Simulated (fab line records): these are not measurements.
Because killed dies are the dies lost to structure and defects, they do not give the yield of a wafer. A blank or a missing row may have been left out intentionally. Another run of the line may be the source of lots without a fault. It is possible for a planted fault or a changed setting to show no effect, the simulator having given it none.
The tool behind it: which one? | flow nand-harc | Sampling: 14 lots, 42 wafers, 4 of 1302 route steps

== WHAT EACH GAUGE READ, for each wafer ==
Not one reading of a measure or inspect step in the record can be checked against a usual standard deviation.

== TOOL THAT RAN EACH LOT (tool first, then ch and the chambers of the sampled wafers, then the start) ==
lot  | NHARC_A_BLC_PVD_32                      | NHARC_A_BLC_ALD_23                  | NHARC_A_M0_EXPOSE_06               | NHARC_A_M0_ETCH_15
L534 | pvd-sputter-02, day 22 02:27 or earlier | ald-metal-01 ch 1,2,3, day 22 02:27 | arfi-scanner-01 ch 0, day 22 04:21 | rie-diel-11 ch 1,2,3, no start
L535 | pvd-sputter-01, day 22 22:17 or earlier | ald-metal-03 ch 0,1,2, day 22 22:17 | arfi-scanner-02 ch 0, day 23 00:09 | rie-diel-09 ch 0,1,3, no start
L537 | pvd-sputter-01, day 23 07:43 or earlier | ald-metal-04 ch 2,3, day 23 07:43   | arfi-scanner-03 ch 0, day 23 09:28 | rie-diel-11 ch 0,1, no start
L541 | pvd-sputter-02, day 25 15:02 or earlier | ald-metal-04 ch 0,1, day 25 15:02   | arfi-scanner-01, day 25 16:59      | rie-diel-11 ch 1,2, no start
L542 | pvd-sputter-01, day 25 18:02 or earlier | ald-metal-03 ch 1,3, day 25 18:02   | arfi-scanner-01, day 25 19:49      | rie-diel-11 ch 2,3, no start
L540 | pvd-sputter-03, day 25 21:24 or earlier | ald-metal-04 ch 1,3, day 25 21:24   | arfi-scanner-01 ch 0, day 25 23:10 | rie-diel-09 ch 1,2,3, no start
L546 | pvd-sputter-03, day 28 00:14 or earlier | ald-metal-01 ch 0,1,2, day 28 00:14 | arfi-scanner-01 ch 0, day 28 02:08 | rie-diel-11 ch 2,3, no start
L549 | pvd-sputter-02, day 28 17:06 or earlier | ald-metal-01 ch 0,1, day 28 17:06   | arfi-scanner-03 ch 0, day 28 18:55 | rie-diel-08 ch 1,3, no start
L548 | pvd-sputter-01, day 29 00:44 or earlier | ald-metal-04 ch 2,3, day 29 00:44   | arfi-scanner-02 ch 0, day 29 02:32 | rie-diel-11 ch 0,1,3, no start
L551 | pvd-sputter-03, day 29 21:25 or earlier | ald-metal-04 ch 0,1,2, day 29 21:25 | arfi-scanner-02 ch 0, day 29 23:09 | rie-diel-09 ch 2,3, no start
L554 | pvd-sputter-02, day 30 15:02 or earlier | ald-metal-03 ch 0,2,3, day 30 15:02 | arfi-scanner-02 ch 0, day 30 16:49 | rie-diel-11 ch 0,2,3, no start
L552 | pvd-sputter-02, day 30 15:17 or earlier | ald-metal-04 ch 0,1,3, day 30 15:17 | arfi-scanner-02 ch 0, day 30 17:04 | rie-diel-08 ch 0,1,2, no start
L557 | pvd-sputter-03, day 31 16:44 or earlier | ald-metal-01 ch 0,1,3, day 31 16:44 | arfi-scanner-02 ch 0, day 31 18:38 | rie-diel-08 ch 0,3, no start
L556 | pvd-sputter-01, day 31 18:35 or earlier | ald-metal-04 ch 0,1,2, day 31 18:35 | arfi-scanner-01 ch 0, day 31 20:28 | rie-diel-08 ch 0,1,3, no start
- NHARC_A_BLC_PVD_32: deposits Ti, target thk 5 nm, time 17.7 s.
- NHARC_A_BLC_ALD_23: deposits TiN, target thk 3 nm, pulse time 1 s, ald cycles 150.
- NHARC_A_M0_EXPOSE_06: exposes mask A M0, target cd 80 nm.
- NHARC_A_M0_ETCH_15: etches the open film in C4F8/Ar, target depth 150 nm, overetch 15 nm, time 82.5 s.

== AS READ BY THE TOOLS THEMSELVES (means over the sampled wafers that have a number; for cases with no such wafer, the mark the record gives instead) ==
NHARC_A_BLC_PVD_32.
lot  | tool           | throttle-valve-pct (%)
L534 | pvd-sputter-02 | 29.8
L535 | pvd-sputter-01 | 29.6
L537 | pvd-sputter-01 | 29.3
L541 | pvd-sputter-02 | 30.3
L542 | pvd-sputter-01 | 30.2
L540 | pvd-sputter-03 | 30.2
L546 | pvd-sputter-03 | 29.6
L549 | pvd-sputter-02 | 30.6
L548 | pvd-sputter-01 | 29.5
L551 | pvd-sputter-03 | 29.9
L554 | pvd-sputter-02 | 30.2
L552 | pvd-sputter-02 | 30.3
L557 | pvd-sputter-03 | 29.3
L556 | pvd-sputter-01 | 30.0

NHARC_A_BLC_ALD_23.
lot  | tool         | heater-power-outer-w (W) | heater-power-w (W) | precursor-pulse-height-rel
L534 | ald-metal-01 | 737                      | 1149               | 1.009
L535 | ald-metal-03 | 675                      | 1072               | 1.004
L537 | ald-metal-04 | 698                      | 1142               | 1.018
L541 | ald-metal-04 | 774                      | 1134               | 0.998
L542 | ald-metal-03 | 655                      | 1074               | 0.992
L540 | ald-metal-04 | 802                      | 1192               | 1.010
L546 | ald-metal-01 | 677                      | 1022               | 1.003
L549 | ald-metal-01 | 701                      | 1030               | 0.988
L548 | ald-metal-04 | 684                      | 1126               | 1.000
L551 | ald-metal-04 | 712                      | 1113               | 0.985
L554 | ald-metal-03 | 659                      | 1041               | 0.995
L552 | ald-metal-04 | 715                      | 1107               | 1.005
L557 | ald-metal-01 | 711                      | 1107               | 1.013
L556 | ald-metal-04 | 705                      | 1128               | 0.996

NHARC_A_M0_EXPOSE_06.
lot  | tool            | exposure-dose-mJ-cm2 | focus-offset-nm (nm)
L534 | arfi-scanner-01 | 83.24                | -0.5
L535 | arfi-scanner-02 | 83.06                | -0.3
L537 | arfi-scanner-03 | 83.22                | -0.1
L541 | arfi-scanner-01 | -                    | -
L542 | arfi-scanner-01 | -                    | -
L540 | arfi-scanner-01 | 83.22                | 0.3
L546 | arfi-scanner-01 | 83.25                | 0.7
L549 | arfi-scanner-03 | 83.17                | 0.7
L548 | arfi-scanner-02 | 83.03                | -0.4
L551 | arfi-scanner-02 | 83.11                | 0.1
L554 | arfi-scanner-02 | 82.95                | 0.3
L552 | arfi-scanner-02 | 83.07                | 0.3
L557 | arfi-scanner-02 | 83.01                | -0.5
L556 | arfi-scanner-01 | 83.26                | -0.1

NHARC_A_M0_ETCH_15.
lot  | tool        | oes-product-au (a.u.) | rf-vpp-V (V)
L534 | rie-diel-11 | 0.971                 | 441.5
L535 | rie-diel-09 | 0.965                 | 441.9
L537 | rie-diel-11 | 0.929                 | 442.5
L541 | rie-diel-11 | 0.959                 | 442.7
L542 | rie-diel-11 | 0.966                 | 439.7
L540 | rie-diel-09 | 0.929                 | 441.6
L546 | rie-diel-11 | 0.974                 | 441.8
L549 | rie-diel-08 | 0.922                 | 440.6
L548 | rie-diel-11 | 0.965                 | 440.4
L551 | rie-diel-09 | 0.981                 | 441.8
L554 | rie-diel-11 | 0.922                 | 441.1
L552 | rie-diel-08 | 0.932                 | 444.7
L557 | rie-diel-08 | 0.983                 | 441.8
L556 | rie-diel-08 | 0.978                 | 442.5

== THE ANSWER, worked out from the rows above alone ==
Rule: the lots themselves supply what counts as usual. The widest of any qualifying gaps counts: lots, ordered by their means at a reading, are off when they make up no more than a third of the lots, leave a main group of 4 or more, and stand apart from it by 3 or more times the standard deviation of that group's means. A main group whose means are all the same, to the digits that the tables above print for the reading, isn't used. A lot without any number at a reading at which 4 lots or more have one is off too. Any other lot the step has rows for is counted as sound. Order of review: gauges by route order, followed by the tools' own readings, for which a lot's mean as printed above is used. At the first step where some lot is off, the reading lying furthest off is the one used; lots without a number count as furthest.
Off at NHARC_A_M0_EXPOSE_06 (exposure-dose-mJ-cm2): L541, L542. Without a number there: L541, L542. Main group: mean 83.13, sd 0.1.
If a tool, at that step or one of the process steps before it, ran each lot that is off and ran no sound lot following the first of them, it fits. Because NHARC_A_BLC_PVD_32 lacks a start for some lots, the hours and order of its lots are taken from NHARC_A_BLC_ALD_23. No candidate that was tried fits.

== WHAT THE SIMULATOR HAD INSERTED ==
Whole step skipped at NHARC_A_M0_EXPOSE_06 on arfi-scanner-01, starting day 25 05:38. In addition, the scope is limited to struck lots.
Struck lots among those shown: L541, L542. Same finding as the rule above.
